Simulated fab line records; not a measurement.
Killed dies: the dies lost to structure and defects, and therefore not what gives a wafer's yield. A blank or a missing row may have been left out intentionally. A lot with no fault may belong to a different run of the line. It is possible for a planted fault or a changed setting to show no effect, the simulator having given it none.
Struck lot and sound lot, side by side    flow n5Finfet    26 out of 1938 route steps
Sound: wafers L594.1, L594.5, L594.6. The struck wafers were L590.1, L590.3, L590.4. The cause is named last.
Per side, at each step with rows, come the tool, then ch with its chambers, and then its first start. Under that, the readings that differ: sound wafers    struck wafers    difference of the means    sigmas: that difference in standard deviations of wafers without a fault.
alike: a reading whose means differ by less than 2 such deviations, as well as words and numbers matching on both sides. not compared: withheld readings; readings where some wafer has no value; bounds like >300 that might hide an equal value; numbers whose values overlap and for which the record gives no deviation.
A row with sigmas, a row that says differs or no value, or rows on one side alone: a step with any of these is where the two part. Non-overlapping numbers with no deviation appear without sigmas and do not part them. A reading missing from all wafers of one side parts the sides only when that side holds two or more wafers.

first, 8 steps without rows for these wafers: N5_BEOL_M9_DEVELOP_10 (develop time 30 s); N5_BEOL_M9_DESCUM_16 (chemistry O2, time 7.9 s); N5_BEOL_M9_ETCH_61 (etches SiARC in CF4, target depth 39 nm, time 65 s); N5_BEOL_M9_ETCH_62 (etches SOC in N2/H2, target depth 110 nm, overetch 22 nm, time 165 s); N5_BEOL_M9_STRIP_68 (strips in N2/H2); N5_BEOL_M9_STRIP_67 (strips in CF4); N5_BEOL_M9_HM_OPEN_17 (chemistry Cl2/BCl3, target TiN, target depth 20 nm, overetch 6 nm); N5_BEOL_M9_STRIP_19 (strips in O2).
N5_BEOL_M9_COAT_63: time 60 s, resist thk 60 nm.
  sound on lithoTrack-01 ch 0, day 13 17:35; struck on lithoTrack-03 ch 0, day 13 12:35
reading                                  sound                 struck             difference  sigmas
spinSpeedRpm (rpm)                       1499.2 1500.3 1499.4  697.7 699.5 697.4  -801.4      -99 or more
model.SOC_of_BEOL_M9_COAT_63.thkNm (nm)  59.8 60 59.8          87.6 87.4 87.6     +27.7       
  alike: chillPlateTempC
then, 11 steps without rows for these wafers: N5_BEOL_M9_COAT_64 (time 60 s, resist thk 12 nm); N5_BEOL_M9_COAT_75 (time 60 s, resist thk 5 nm); N5_BEOL_M9_COAT_22 (resist thk 30 nm); N5_BEOL_M9_EBR_24; N5_BEOL_M9_SOFTBAKE_23 (time 60 s); N5_BEOL_M9_EXPOSE_25 (exposes mask V8); N5_BEOL_M9_PEB_26 (peb time 60 s); N5_BEOL_M9_DEVELOP_27 (develop time 30 s); N5_BEOL_M9_DESCUM_33 (chemistry O2, time 7 s); N5_BEOL_M9_ETCH_76 (etches underlayer in N2/H2, target depth 6.5 nm, time 5.2 s); N5_BEOL_M9_ETCH_65 (etches SiARC in CF4, target depth 15.6 nm, time 26 s).
N5_BEOL_M9_ETCH_66: etches SOC in N2/H2, target depth 80 nm, overetch 16 nm, time 120 s.
  sound on rieDiel-03 ch 1,2, day 13 18:04; struck on rieDiel-05 ch 0,2,3, day 13 13:11
reading                  sound              struck             difference  sigmas
oesProductAu (a.u.)      0.68 0.68 0.54     0.75 0.82 0.78     +0.15       +3
model.etch.depthNm (nm)  59.82 59.91 59.76  87.52 87.32 87.57  +27.64      
  alike: drypumpMotorCurrentA, rfVppV, showerheadPlenumPTorr, throttleValvePct
  not compared: rfHoursCounterH
then, 2 steps without rows for these wafers: N5_BEOL_M9_STRIP_69 (strips in N2/H2); N5_BEOL_M9_STRIP_77 (strips in N2/H2).
N5_BEOL_M9_VIA_ETCH_34: etches SiCOH lowk in C4F6/O2, target depth 182.4 nm, time 68.4 s.
  sound on rieDiel-03 ch 1,2, day 13 18:10; struck on rieDiel-05 ch 0,2,3, day 13 13:17
reading                                  sound           struck          difference  sigmas
model.SOC_of_BEOL_M9_COAT_63.thkNm (nm)  50.4 50.4 50.8  78.4 78.4 78.6  +27.9       
  alike: drypumpMotorCurrentA, oes_ar_750_au, oesProductAu, rfVppV, showerheadPlenumPTorr, throttleValvePct
  not compared: rfHoursCounterH
then, 1 step without rows for these wafers: N5_BEOL_M9_STRIP_73 (strips in C4F6/O2).
-- the record jumps here: 3 days lie between the struck wafers' starts before and after (it left off in module BEOL_M9 and takes up again in module PASSIVATION, whose first step shown is number 1936 of the route) --
N5_PASSIVATION_PROBE_49:
  sound: prober-01 at day 16 13:55; struck: prober-01 at day 16 10:09
  alike: defectLimitedYield, killed_at_M0_to_M3, killed_at_M4_up, killedAtContacts, killedAtFrontEnd, killedAtOther, killedDies, killedOpen, killedShort, sort_bin_5_function, sort_bin_6_memory, sortNPass, sortYieldPct

== WHERE THEY PART ==
At N5_BEOL_M9_COAT_63 first; at N5_BEOL_M9_ETCH_66 last (within this record only). Later steps at which nothing parts them and some readings are alike: N5_BEOL_M9_VIA_ETCH_34, N5_PASSIVATION_PROBE_49.

WHY: what the simulator had put in
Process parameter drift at N5_BEOL_M9_COAT_63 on lithoTrack-03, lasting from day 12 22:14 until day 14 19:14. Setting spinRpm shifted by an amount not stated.
